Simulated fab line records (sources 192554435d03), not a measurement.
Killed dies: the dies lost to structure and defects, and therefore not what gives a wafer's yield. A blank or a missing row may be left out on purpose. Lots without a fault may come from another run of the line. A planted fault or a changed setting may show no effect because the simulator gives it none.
Split-lot trial    flow n5Finfet    on a route of 1938 steps: 7 lots, 21 wafers read

== ON THE SPLIT ==
At N5_WELL_APT_COAT_19 (resist thk 950 nm), the setting spinRpm was moved away from the recipe's 1357 rpm on 4 of the 21 wafers read, by -10.5% to -6.9%. The other wafers ran this setting at the recipe's value.

The reading comes from the split's own step.

== THE READING ==
coat_of_WELL_APT_COAT_19.thkNm (the simulator's own value, which no gauge read), in nm, at N5_WELL_APT_COAT_19 (resist thk 950 nm). The file gives no usual value for it. Across the 17 wafers here that went through the recipe, the average is 949.8 nm and the standard deviation 1.9 nm.

wafer   tool, chamber at the split  spinRpm as run, rpm  against the recipe  coat_of_WELL_APT_COAT_19.thkNm, nm  against lot-mates on the recipe
L074.2  lithoTrack-05, 0            1357                 recipe              949                                 -
L074.5  lithoTrack-05, 0            1357                 recipe              950.4                               -
L074.6  lithoTrack-05, 0            1357                 recipe              950.8                               -
L077.1  lithoTrack-03, 0            1214                 -10.5%              1001                                +52.5
L077.5  lithoTrack-03, 0            1214                 -10.5%              1001                                +52.5
L077.4  lithoTrack-03, 0            1357                 recipe              948.5                               -
L080.2  lithoTrack-03, 0            1357                 recipe              945.5                               -
L080.5  lithoTrack-03, 0            1264                 -6.9%               981.3                               +35.8
L080.6  lithoTrack-03, 0            1264                 -6.9%               982.1                               +36.6
L085.1  lithoTrack-03, 0            1357                 recipe              950.6                               -
L085.4  lithoTrack-03, 0            1357                 recipe              951.9                               -
L085.5  lithoTrack-03, 0            1357                 recipe              952.8                               -
L087.2  lithoTrack-03, 0            1357                 recipe              952.4                               -
L087.3  lithoTrack-03, 0            1357                 recipe              950.6                               -
L087.6  lithoTrack-03, 0            1357                 recipe              948.8                               -
L091.1  lithoTrack-03, 0            1357                 recipe              948.9                               -
L091.3  lithoTrack-03, 0            1357                 recipe              947.6                               -
L091.6  lithoTrack-03, 0            1357                 recipe              948.3                               -
L095.1  lithoTrack-05, 0            1357                 recipe              952                                 -
L095.4  lithoTrack-05, 0            1357                 recipe              948.4                               -
L095.5  lithoTrack-05, 0            1357                 recipe              949.7                               -

FIT RESULTS
A straight line over all 21 wafers: coat_of_WELL_APT_COAT_19.thkNm changes by -4.8 nm for each +1% of spinRpm; r = -0.99; the points scatter about the line by 1.8 nm.
The same after taking each lot's own level away (the mean of its wafers on the recipe; 21 wafers): -5.06 nm for each +1%; r = -1.00; scatter 1.1 nm.
On that fit, the largest move of spinRpm shifts the reading by 53 nm.
The lots' own levels span 945.50 to 951.77 nm, that is 3.4 times the standard deviation above.
Consequently the slope shifts little with the lot-to-lot level, the two slopes agreeing.
Check: +53.9 nm against its lot-mates is what the line predicts for one of the wafers moved furthest among these (-10.5%) when that wafer is left out of the fit. Against them it came out at +52.5 nm.

== THESE WAFERS: OTHER SPLITS ==
Other splits were also applied to these wafers ahead of the reading. Each is held against what the fit with the lots' levels taken away leaves over:
other split on the same wafers  wafers away from the commonest value  r with coat_of_WELL_APT_COAT_19.thkNm (lot level and that fit taken away)
N5_ZERO_LAYER_PECVD_02 timeS    7                                     +0.13
N5_ZERO_LAYER_EXPOSE_08 doseMj  6                                     -0.17

== FILE'S OWN FIT ==
coat_of_WELL_APT_COAT_19.thkNm changes by -5.07 nm for each +1% of spinRpm, r = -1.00.
